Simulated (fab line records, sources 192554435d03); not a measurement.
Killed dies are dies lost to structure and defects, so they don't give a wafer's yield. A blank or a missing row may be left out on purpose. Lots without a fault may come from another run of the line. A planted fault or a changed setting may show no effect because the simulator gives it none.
Chamber matching | flow n5_finfet | N5_BEOL_M8_CURE_74 on uv_cure-01: 3 sister chambers
The step cures SiCOH lowk, time 240 s. 6 wafers are shown with their chamber, then 12 later ones without.

WAFERS WITH THEIR CHAMBER
wafer  | chamber | wafer_temp_C_max | lamp_power_pct (%)
L083.3 | 2       | 386.6            | 52.26
L083.6 | 2       | 386.0            | 52.34
L084.2 | 0       | 386.4            | 52.26
L084.5 | 0       | 386.2            | 52.31
L087.2 | 1       | 386.5            | 52.27
L087.3 | 1       | 387.1            | 52.32

WAFERS WITHOUT THEIR CHAMBER
wafer  | wafer_temp_C_max | lamp_power_pct (%)
L090.2 | 386.2            | 52.43
L090.3 | 386.2            | 52.35
L090.5 | 386.2            | 52.33
L092.2 | 387.2            | 52.29
L092.4 | 386.4            | 52.28
L092.6 | 386.5            | 52.28
L094.1 | 386.5            | 52.27
L094.2 | 386.1            | 52.35
L094.3 | 386.8            | 52.35
L096.2 | 387.1            | 52.27
L096.3 | 386.5            | 52.37
L096.5 | 386.1            | 52.40

WHICH CHAMBER EACH WENT THROUGH
wafer  | from the rows above          | in truth
L090.2 | can't be placed: 2 or 0 or 1 | 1
L090.3 | can't be placed: 2 or 0 or 1 | 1
L090.5 | can't be placed: 2 or 0 or 1 | 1
L092.2 | can't be placed: 1 or 0 or 2 | 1
L092.4 | can't be placed: 0 or 2 or 1 | 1
L092.6 | can't be placed: 0 or 2 or 1 | 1
L094.1 | can't be placed: 0 or 2 or 1 | 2
L094.2 | can't be placed: 2 or 0 or 1 | 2
L094.3 | can't be placed: 1 or 2 or 0 | 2
L096.2 | can't be placed: 1 or 0 or 2 | 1
L096.3 | can't be placed: 2 or 1 or 0 | 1
L096.5 | can't be placed: 2 or 0 or 1 | 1
Placed correctly: 0 of 12. Can't be placed from these rows: 12 (the true chamber is among the candidates in 12). Placed wrongly: 0.
How it was worked out, from the rows above alone: a wafer's distance from a chamber is the root of the sum, over the readings, of the square of ((its reading less the chamber's mean) divided by the reading's scatter). The wafer belongs to the nearest chamber; if the next one is less than 2 further off, it can't be placed. A chamber's mean is the mean of its shown wafers. The scatter: the root of (the sum of the squares of (reading less its chamber's mean) over the shown wafers, divided by (wafers less chambers)).
